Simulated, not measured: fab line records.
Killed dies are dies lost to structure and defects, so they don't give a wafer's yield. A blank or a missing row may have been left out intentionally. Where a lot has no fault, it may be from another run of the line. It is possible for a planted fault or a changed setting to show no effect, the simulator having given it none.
Chamber matching | flow n5Finfet | N5_BEOL_M1_CO_CAP_55 on cvdCo-02: 3 sister chambers
The step material Co, precursor CCTBA/H2, target thk 2 nm, time 102.1 s. 36 wafers are shown with their chamber, then 12 later ones without.

WAFERS WITH THEIR CHAMBER
wafer  | chamber | heaterPowerW (W)
L074.3 | 1       | 312
L074.5 | 1       | 326
L074.6 | 2       | 245
L075.2 | 2       | 246
L075.4 | 0       | 267
L075.6 | 1       | 320
L076.1 | 1       | 317
L076.4 | 1       | 311
L076.5 | 0       | 269
L077.1 | 0       | 271
L077.4 | 0       | 271
L077.6 | 2       | 247
L078.1 | 0       | 273
L078.5 | 0       | 262
L078.6 | 1       | 318
L079.1 | 0       | 273
L079.2 | 2       | 253
L079.3 | 1       | 322
L080.1 | 2       | 249
L080.3 | 0       | 265
L080.6 | 1       | 317
L082.3 | 1       | 317
L082.4 | 1       | 317
L082.6 | 2       | 256
L084.2 | 0       | 266
L084.3 | 1       | 318
L084.4 | 0       | 264
L085.1 | 1       | 314
L085.2 | 0       | 268
L085.5 | 2       | 249
L091.1 | 0       | 268
L091.5 | 1       | 317
L091.6 | 0       | 267
L093.1 | 1       | 318
L093.4 | 0       | 272
L093.6 | 1       | 321

SIGNATURES (means of the wafers above)
reading      | chamber 0 | chamber 1 | chamber 2 | scatter within a chamber
heaterPowerW | 268.29    | 317.67    | 249.29    | 3.66
Rule: a wafer lies at a distance from a chamber equal to the root of the sum of squares, over the readings, of (its reading less the chamber's mean, divided by the reading's scatter). The wafer belongs to the nearest chamber; if the next one is less than 2 further off, it can't be placed. How the scatter is found: for the shown wafers, subtract from each reading the mean of its chamber, square and add these, divide the total by (wafers less chambers), then take the root.

WAFERS MISSING THEIR CHAMBER
wafer  | heaterPowerW (W)
L092.1 | 273
L092.3 | 310
L092.4 | 271
L095.3 | 259
L095.5 | 267
L095.6 | 319
L096.1 | 306
L096.4 | 268
L096.5 | 254
L097.1 | 259
L097.5 | 274
L097.6 | 320

THE CHAMBER EACH PASSED THROUGH
wafer  | from the rows above     | in truth
L092.1 | 0                       | 0
L092.3 | 1                       | 1
L092.4 | 0                       | 0
L095.3 | can't be placed: 0 or 2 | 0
L095.5 | 0                       | 0
L095.6 | 1                       | 1
L096.1 | 1                       | 1
L096.4 | 0                       | 0
L096.5 | 2                       | 2
L097.1 | can't be placed: 0 or 2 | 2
L097.5 | 0                       | 0
L097.6 | 1                       | 1
Correct placement for 10 of the 12. Can't be placed from these rows: 2 (the true chamber is among the candidates in 2). Number placed wrongly: 0.
